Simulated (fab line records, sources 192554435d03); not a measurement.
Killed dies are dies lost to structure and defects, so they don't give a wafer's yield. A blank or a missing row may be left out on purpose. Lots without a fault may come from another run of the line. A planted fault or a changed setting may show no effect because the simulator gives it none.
Which tool did it? | flow n5_finfet | 14 lots, 42 wafers sampled, at 3 steps of a route of 1938

WHAT THE GAUGES READ, wafer by wafer
N5_MIM_TOP_LITHO_OVL_MEAS_11.
lot  | measured     | on         | MIM_TOP_OVL (nm)
L209 | day 12 21:45 | overlay-01 | 5 5 3
L214 | day 13 17:27 | overlay-01 | - - -
L215 | day 13 21:58 | overlay-01 | - - -
L219 | day 14 22:06 | overlay-01 | -2 3 1
L221 | day 16 01:16 | overlay-01 | -5 -12 -12
L225 | day 16 14:15 | overlay-01 | 5 1 3
L220 | day 16 19:01 | overlay-02 | 10 8 2
L224 | day 16 21:38 | overlay-02 | -1 -9 4
L227 | day 17 01:16 | overlay-02 | -14 -10 2
L226 | day 17 06:49 | overlay-02 | -1 -1 3
L229 | day 17 14:47 | overlay-01 | 6 1 1
L228 | day 17 20:29 | overlay-02 | 3 -2 1
L231 | day 18 02:33 | overlay-02 | 0 5 6
L232 | day 18 18:52 | overlay-01 | 7 0 7

WHICH TOOL RAN EACH LOT (tool, then ch and the chambers of the sampled wafers, then the start)
lot  | N5_BEOL_M15_DEP_53              | N5_MIM_TOP_LITHO_EXPOSE_05
L209 | pecvd-01 ch 0,2, day 12 16:28   | krf_scanner-01 ch 0, day 12 21:33
L214 | pecvd-04 ch 0,2, day 13 12:50   | krf_scanner-01, day 13 17:15
L215 | pecvd-01 ch 0,1, day 13 13:49   | krf_scanner-02, day 13 21:46
L219 | pecvd-01 ch 0,2, day 14 17:53   | krf_scanner-01 ch 0, day 14 21:53
L221 | pecvd-04 ch 0,2, day 15 22:28   | krf_scanner-01 ch 0, day 16 01:05
L225 | pecvd-01 ch 0,1,2, day 16 10:51 | krf_scanner-01 ch 0, day 16 14:02
L220 | pecvd-03 ch 0,1, day 16 15:14   | krf_scanner-02 ch 0, day 16 18:49
L224 | pecvd-01 ch 0,1, day 16 18:19   | krf_scanner-01 ch 0, day 16 21:25
L227 | pecvd-01 ch 0,1,2, day 16 21:01 | krf_scanner-01 ch 0, day 17 01:04
L226 | pecvd-04 ch 0,1, day 17 03:14   | krf_scanner-02 ch 0, day 17 06:37
L229 | pecvd-01 ch 1,2, day 17 10:06   | krf_scanner-02 ch 0, day 17 14:36
L228 | pecvd-01 ch 0,2, day 17 15:59   | krf_scanner-02 ch 0, day 17 20:17
L231 | pecvd-04 ch 0,1,2, day 17 22:04 | krf_scanner-01 ch 0, day 18 02:21
L232 | pecvd-03 ch 0,1,2, day 18 15:15 | krf_scanner-01 ch 0, day 18 18:39
- N5_BEOL_M15_DEP_53: deposits SiCN from 3MS/NH3, target thk 50 nm, time 17.8 s.
- N5_MIM_TOP_LITHO_EXPOSE_05: exposes mask MIM TOP, target cd 2000 nm.

WHAT THE TOOLS THEMSELVES READ (means of the sampled wafers that have a number; where no wafer has one, the mark that the record gives instead)
N5_BEOL_M15_DEP_53.
lot  | tool     | showerhead_plenum_p_Torr (Torr) | throttle_valve_pct (%)
L209 | pecvd-01 | 4.158                           | 17.9
L214 | pecvd-04 | 4.151                           | 17.2
L215 | pecvd-01 | 4.161                           | 19.5
L219 | pecvd-01 | 4.143                           | 17.7
L221 | pecvd-04 | 4.159                           | 17.2
L225 | pecvd-01 | 4.155                           | 18.5
L220 | pecvd-03 | 4.179                           | 18.2
L224 | pecvd-01 | 4.158                           | 19.7
L227 | pecvd-01 | 4.149                           | 18.7
L226 | pecvd-04 | 4.168                           | 17.6
L229 | pecvd-01 | 4.144                           | 18.5
L228 | pecvd-01 | 4.147                           | 17.8
L231 | pecvd-04 | 4.147                           | 17.5
L232 | pecvd-03 | 4.173                           | 18.1

N5_MIM_TOP_LITHO_EXPOSE_05.
lot  | tool           | exposure_dose_mJ_cm2 | focus_offset_nm (nm)
L209 | krf_scanner-01 | 20.473               | 0.4
L214 | krf_scanner-01 | -                    | -
L215 | krf_scanner-02 | -                    | -
L219 | krf_scanner-01 | 20.498               | 0.2
L221 | krf_scanner-01 | 20.518               | -0.3
L225 | krf_scanner-01 | 20.503               | 0.4
L220 | krf_scanner-02 | 20.486               | -0.4
L224 | krf_scanner-01 | 20.507               | -0.4
L227 | krf_scanner-01 | 20.470               | 0.0
L226 | krf_scanner-02 | 20.507               | -0.3
L229 | krf_scanner-02 | 20.467               | 0.3
L228 | krf_scanner-02 | 20.491               | -0.3
L231 | krf_scanner-01 | 20.481               | -0.0
L232 | krf_scanner-01 | 20.501               | 0.3

THE ANSWER, worked out from the rows above alone
Rule: what is usual is taken from the lots themselves. Put in order of their means at a reading, lots are off if they are a third of the lots or fewer, leave a main group of 4 or more, and stand apart from it by a gap of 3 or more times the standard deviation of the main group's means; of several such gaps the widest counts. A main group whose means are all the same, to the digits that the tables above print for the reading, isn't used. A lot without any number at a reading at which 4 lots or more have one is off too. The other lots that the step has rows for count as sound. The gauges are gone through in route order, then the tools' own readings, and for those a lot's mean is taken as printed above. The first step at which some lot is off is used, and at that step the reading that is off furthest; a lot without a number counts as furthest.
Off: L214, L215, at N5_MIM_TOP_LITHO_OVL_MEAS_11 (MIM_TOP_OVL). Without a number there: L214, L215. The main group: mean 1 nm, standard deviation 4.7.
A tool fits if, at a process step before that reading, it ran every lot that is off, and no sound lot after the first of them. The gauges at N5_MIM_TOP_LITHO_OVL_MEAS_11 aren't tried: what is off there is off at N5_MIM_TOP_LITHO_EXPOSE_05 too, on other tools, and a gauge's error can't cause that. None of those tried fits.

WHAT THE SIMULATOR HAD PUT IN
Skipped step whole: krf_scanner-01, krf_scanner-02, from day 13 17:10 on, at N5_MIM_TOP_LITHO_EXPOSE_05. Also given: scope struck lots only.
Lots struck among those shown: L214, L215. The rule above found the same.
